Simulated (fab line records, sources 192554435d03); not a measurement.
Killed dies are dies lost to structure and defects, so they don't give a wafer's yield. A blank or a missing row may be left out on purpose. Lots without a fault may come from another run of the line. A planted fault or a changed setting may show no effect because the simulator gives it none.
Which tool did it? | flow n5_finfet | 8 lots, 24 wafers sampled, at 5 steps of a route of 1938

WHAT THE GAUGES READ, wafer by wafer
N5_SD_EPI_N_EPI_MEAS_23.
lot  | measured    | on            | thk_nm (nm)
L714 | day 4 01:27 | film_metro-01 | 61.2 61.4 59.8
L717 | day 4 20:58 | film_metro-02 | 60.5 59.0 60.3
L718 | day 5 04:22 | film_metro-01 | 58.6 59.4 59.3
L720 | day 5 12:36 | film_metro-02 | 59.0 57.8 56.7
L729 | day 7 16:51 | film_metro-02 | 68.5 68.5 68.8
L730 | day 8 00:13 | film_metro-02 | 68.4 67.6 67.2
L732 | day 8 19:26 | film_metro-02 | 56.8 56.8 57.4
L734 | day 9 07:04 | film_metro-02 | 60.7 58.7 60.6

WHICH TOOL RAN EACH LOT (tool, then ch and the chambers of the sampled wafers, then the start)
lot  | N5_DUMMY_GATE_STRIP_48            | N5_SPACER0_ALD_00                | N5_SD_EPI_N_ETCH_34               | N5_SD_EPI_N_EPI_21
L714 | rie_diel-05 ch 1,2, day 3 20:47   | ald_sin-02 ch 0,1,3, day 3 21:17 | rie_diel-02 ch 2,3, day 3 22:05   | epi_rpcvd-02 ch 0, day 3 23:44
L717 | rie_diel-01 ch 1,2,3, day 4 16:05 | ald_sin-02 ch 1,2, day 4 16:40   | rie_diel-03 ch 0,3, day 4 17:37   | epi_rpcvd-01 ch 0, day 4 19:32
L718 | rie_diel-01 ch 1,3, day 4 22:44   | ald_sin-02 ch 0,3, day 4 23:27   | rie_diel-06 ch 0,2, day 5 00:16   | epi_rpcvd-04 ch 0, day 5 02:27
L720 | rie_diel-04 ch 1,2,3, day 5 06:19 | ald_sin-02 ch 1,2,3, day 5 06:42 | rie_diel-03 ch 0,2, day 5 08:30   | epi_rpcvd-01 ch 0, day 5 10:19
L729 | rie_diel-01 ch 1,2,3, day 7 11:57 | ald_sin-04 ch 0,1,3, day 7 12:27 | rie_diel-02 ch 0,2,3, day 7 13:30 | epi_rpcvd-01 ch 0, day 7 15:08
L730 | rie_diel-01 ch 1,2,3, day 7 19:29 | ald_sin-03 ch 0,1,3, day 7 19:52 | rie_diel-06 ch 1,2,3, day 7 20:52 | epi_rpcvd-01 ch 0, day 7 22:47
L732 | rie_diel-01 ch 0,2,3, day 8 14:46 | ald_sin-02 ch 0,1,2, day 8 15:08 | rie_diel-02 ch 0,1,3, day 8 16:05 | epi_rpcvd-02 ch 0, day 8 18:00
L734 | rie_diel-04 ch 0,1,2, day 9 02:04 | ald_sin-03 ch 1,3, day 9 02:46   | rie_diel-06 ch 0,1,3, day 9 03:43 | epi_rpcvd-04 ch 0, day 9 05:38
- N5_DUMMY_GATE_STRIP_48: strips in N2/H2, time 20 s.
- N5_SPACER0_ALD_00: deposits SiOCN, target thk 3.5 nm, pulse time 3 s, purge time 2 s.
- N5_SD_EPI_N_ETCH_34: etches SiARC in CF4, target depth 45.5 nm, time 75.8 s.
- N5_SD_EPI_N_EPI_21: deposits Si:P, time 690 s.

THE ANSWER, worked out from the rows above alone
Rule: what is usual is taken from the lots themselves. Put in order of their means at a reading, lots are off if they are a third of the lots or fewer, leave a main group of 4 or more, and stand apart from it by a gap of 3 or more times the standard deviation of the main group's means; of several such gaps the widest counts. A main group whose means are all the same, to the digits that the tables above print for the reading, isn't used. A lot without any number at a reading at which 4 lots or more have one is off too. The other lots that the step has rows for count as sound.
Off: L729, L730, at N5_SD_EPI_N_EPI_MEAS_23 (thk_nm). The main group: mean 59.1 nm, standard deviation 1.3.
A tool fits if, at a process step before that reading, it ran every lot that is off, and no sound lot after the first of them. The gauges at N5_SD_EPI_N_EPI_MEAS_23 are tried like those tools. One fits: epi_rpcvd-01 at N5_SD_EPI_N_EPI_21. Its last sound lot is L720 (day 5 10:19), its first lot that is off L729 (day 7 15:08): a fault that began between those two fits.

WHAT THE SIMULATOR HAD PUT IN
Process parameter drift: epi_rpcvd-01, from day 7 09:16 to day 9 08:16, at N5_SD_EPI_N_EPI_21. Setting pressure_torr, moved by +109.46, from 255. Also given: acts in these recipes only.
Lots struck among those shown: L729, L730. The rule above found the same.
